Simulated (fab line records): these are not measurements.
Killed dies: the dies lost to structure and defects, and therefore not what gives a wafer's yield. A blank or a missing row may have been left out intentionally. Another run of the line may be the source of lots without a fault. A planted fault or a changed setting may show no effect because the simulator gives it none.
Chamber matching / flow n5Finfet / 4 sister chambers for N5_DUMMY_GATE_ALD_02 on aldSin-02
The step deposits SiO2, target thk 2 nm, pulse time 1 s. 4 wafers are shown with their chamber, then 12 later ones without.

## WAFERS, EACH WITH ITS CHAMBER
wafer=L081.4; chamber=3; heaterPowerW (W)=520
wafer=L082.3; chamber=1; heaterPowerW (W)=483
wafer=L085.2; chamber=0; heaterPowerW (W)=531
wafer=L085.5; chamber=2; heaterPowerW (W)=461

## WAFERS MISSING THEIR CHAMBER
wafer=L089.1; heaterPowerW (W)=481
wafer=L089.3; heaterPowerW (W)=530
wafer=L089.4; heaterPowerW (W)=525
wafer=L092.1; heaterPowerW (W)=527
wafer=L092.4; heaterPowerW (W)=493
wafer=L092.5; heaterPowerW (W)=473
wafer=L095.2; heaterPowerW (W)=488
wafer=L095.4; heaterPowerW (W)=468
wafer=L095.6; heaterPowerW (W)=528
wafer=L097.1; heaterPowerW (W)=532
wafer=L097.2; heaterPowerW (W)=482
wafer=L097.4; heaterPowerW (W)=531

## THE CHAMBER EACH PASSED THROUGH
wafer=L089.1; from the rows above=1; in truth=1
wafer=L089.3; from the rows above=can't be placed: 0 or 3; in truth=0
wafer=L089.4; from the rows above=can't be placed: 3 or 0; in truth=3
wafer=L092.1; from the rows above=can't be placed: 0 or 3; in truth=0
wafer=L092.4; from the rows above=1; in truth=1
wafer=L092.5; from the rows above=can't be placed: 1 or 2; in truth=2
wafer=L095.2; from the rows above=1; in truth=1
wafer=L095.4; from the rows above=can't be placed: 2 or 1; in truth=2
wafer=L095.6; from the rows above=can't be placed: 0 or 3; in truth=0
wafer=L097.1; from the rows above=0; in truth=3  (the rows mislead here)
wafer=L097.2; from the rows above=1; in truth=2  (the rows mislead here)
wafer=L097.4; from the rows above=0; in truth=0
Placed correctly: 4 of 12. From these rows, 6 cannot be placed; in 6 the true chamber is one of the candidates. Wrongly placed: 2.
How it was worked out, from the rows above alone: a wafer's distance from a chamber is the root of the sum, over the readings, of the square of ((its reading less the chamber's mean) divided by the reading's scatter). The wafer belongs to the nearest chamber; if the next one is less than 2 further off, it can't be placed. For every chamber, the mean is computed from those of its wafers that are shown. The scatter: root of mean squared gap, hidden wafer to nearest shown wafer, with one shown wafer a chamber.
